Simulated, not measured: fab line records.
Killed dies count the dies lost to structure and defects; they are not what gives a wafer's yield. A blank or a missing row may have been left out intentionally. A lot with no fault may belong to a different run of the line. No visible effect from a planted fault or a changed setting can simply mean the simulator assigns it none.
A single fault, viewed from 3 desks / flow nandHarc / numbers are kept per desk, each desk with only its own; the story behind them comes last

METROLOGY DESK
Means of the sampled wafers that have a number, per lot and without regard to the tool the lot ran on: this is what the gauges read. The brackets show how far a lot's mean lies from the usual mean; more than 4 standard deviations puts the lot out of limits, marked OUT.
Columns: A = overlayXNm at NHARC_P_GATE_OVL_MEAS_27, usual 0.0 nm; B = overlayYNm at NHARC_P_GATE_OVL_MEAS_27, usual 0.0 nm
lot=L713; first seen here=day 5 06:37; A=0.7; B=0.5
lot=L712; first seen here=day 5 06:47; A=0.5; B=0.6
lot=L719; first seen here=day 7 01:31; A=-0.2; B=0.6
lot=L722; first seen here=day 7 21:42; A=-0.9; B=-0.6
lot=L723; first seen here=day 7 23:17; A=-0.0; B=0.3
lot=L725; first seen here=day 8 11:53; A=-1.9; B=-0.1
lot=L726; first seen here=day 8 11:55; A=-0.3; B=0.2
lot=L728; first seen here=day 9 01:01; A=1.6; B=-0.3
lot=L727; first seen here=day 9 01:19; A=0.3; B=-0.3
lot=L729; first seen here=day 9 06:19; A=0.4; B=-0.6
lot=L730; first seen here=day 9 14:30; A=0.6; B=-1.1
lot=L733; first seen here=day 10 05:52; A=-0.6; B=1.5
This desk's finding: nothing out of limits on any of the 12 lots.

AT THE TOOL OWNER'S DESK: implanter-02
For each lot that ran on this tool, the mean over its sampled wafers that have a number, from the tool's own readings at NHARC_P_ZERO_WELL_IMPLANT_59. The brackets show how far a lot's mean lies from the usual mean; more than 4 standard deviations puts the lot out of limits, marked OUT.
Columns: A = beamEnergyKeV at NHARC_P_ZERO_WELL_IMPLANT_59, usual 120.00; B = beamOnS at NHARC_P_ZERO_WELL_IMPLANT_59, usual 10.04 s
lot=L712; first seen here=day 2 04:48; A=119.96; B=9.93
lot=L713; first seen here=day 2 10:46; A=119.96; B=9.93
lot=L719; first seen here=day 3 22:49; A=119.93; B=10.03
lot=L725; first seen here=day 5 10:47; A=120.00; B=10.06
lot=L726; first seen here=day 5 16:49; A=120.02; B=9.79
lot=L727; first seen here=day 5 22:36; A=119.98; B=10.13
lot=L728; first seen here=day 6 04:31; A=119.99; B=10.21
lot=L729; first seen here=day 6 10:40; A=119.99; B=9.94
lot=L733; first seen here=day 7 10:40; A=119.99; B=9.99
This desk's finding: nothing out of limits on any of the 9 lots.

THE DEFECT DESK
Lot by lot, what the route's inspections counted, given as the mean of those sampled wafers with a number. The brackets show how far a lot's mean lies from the usual mean; more than 4 standard deviations puts the lot out of limits, marked OUT.
Columns: A = rawDefectCount at NHARC_P_STI_INSPECT_11, usual 5.5
lot=L712; first seen here=day 3 02:41; A=7.0
lot=L713; first seen here=day 3 02:50; A=6.0
lot=L719; first seen here=day 4 19:02; A=3.7
lot=L722; first seen here=day 5 11:23; A=4.7
lot=L723; first seen here=day 5 18:50; A=5.3
lot=L725; first seen here=day 6 06:46; A=4.3
lot=L726; first seen here=day 6 10:58; A=3.7
lot=L727; first seen here=day 6 21:43; A=3.7
lot=L728; first seen here=day 6 21:53; A=4.7
lot=L729; first seen here=day 7 05:15; A=3.7
lot=L730; first seen here=day 7 11:05; A=4.3
lot=L733; first seen here=day 8 02:04; A=4.7
This desk's finding: nothing out of limits on any of the 12 lots.

PUT TOGETHER
At the metrology desk, nothing out of limits was observed.
Nothing out of limits was seen by the tool owner's desk.
Nothing out of limits was seen by the defect desk.

WHAT HAD BEEN PUT IN BY THE SIMULATOR
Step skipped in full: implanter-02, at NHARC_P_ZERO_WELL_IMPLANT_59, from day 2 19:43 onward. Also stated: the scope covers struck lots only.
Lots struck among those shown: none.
